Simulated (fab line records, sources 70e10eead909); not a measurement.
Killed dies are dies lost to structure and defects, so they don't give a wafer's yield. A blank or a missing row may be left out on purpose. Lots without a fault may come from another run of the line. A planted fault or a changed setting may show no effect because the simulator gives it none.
Chamber matching | flow nand_harc | NHARC_P_CONTACT_DESCUM_17 on rie_diel-04: 4 sister chambers
The step chemistry O2, time 3 s. 8 wafers are shown with their chamber, then 7 later ones without.

WAFERS WITH THEIR CHAMBER
wafer  | chamber | drypump_motor_current_A (A) | showerhead_plenum_p_Torr (Torr)
L785.4 | 0       | 5.3                         | 1.92
L786.6 | 2       | 6.1                         | 1.99
L788.5 | 3       | 6.0                         | 1.78
L796.3 | 1       | 5.0                         | 1.93
L796.4 | 0       | 5.3                         | 1.92
L796.6 | 1       | 5.0                         | 1.93
L800.3 | 2       | 6.0                         | 1.98
L800.5 | 3       | 6.0                         | 1.78

WAFERS WITHOUT THEIR CHAMBER
wafer  | drypump_motor_current_A (A) | showerhead_plenum_p_Torr (Torr)
L800.6 | 5.3                         | 1.92
L805.1 | 5.0                         | 1.93
L805.4 | 6.0                         | 1.98
L805.6 | 5.4                         | 1.92
L807.1 | 6.0                         | 1.98
L807.3 | 5.9                         | 1.78
L807.4 | 5.0                         | 1.93

WHICH CHAMBER EACH WENT THROUGH
wafer  | from the rows above | in truth
L800.6 | 0                   | 0
L805.1 | 1                   | 1
L805.4 | 2                   | 2
L805.6 | 0                   | 0
L807.1 | 2                   | 2
L807.3 | 3                   | 3
L807.4 | 1                   | 1
Placed correctly: 7 of 7. Can't be placed from these rows: 0. Placed wrongly: 0.
How it was worked out, from the rows above alone: a wafer's distance from a chamber is the root of the sum, over the readings, of the square of ((its reading less the chamber's mean) divided by the reading's scatter). The wafer belongs to the nearest chamber; if the next one is less than 2 further off, it can't be placed. A chamber's mean is the mean of its shown wafers. The scatter: the root of (the sum of the squares of (reading less its chamber's mean) over the shown wafers, divided by (wafers less chambers)).
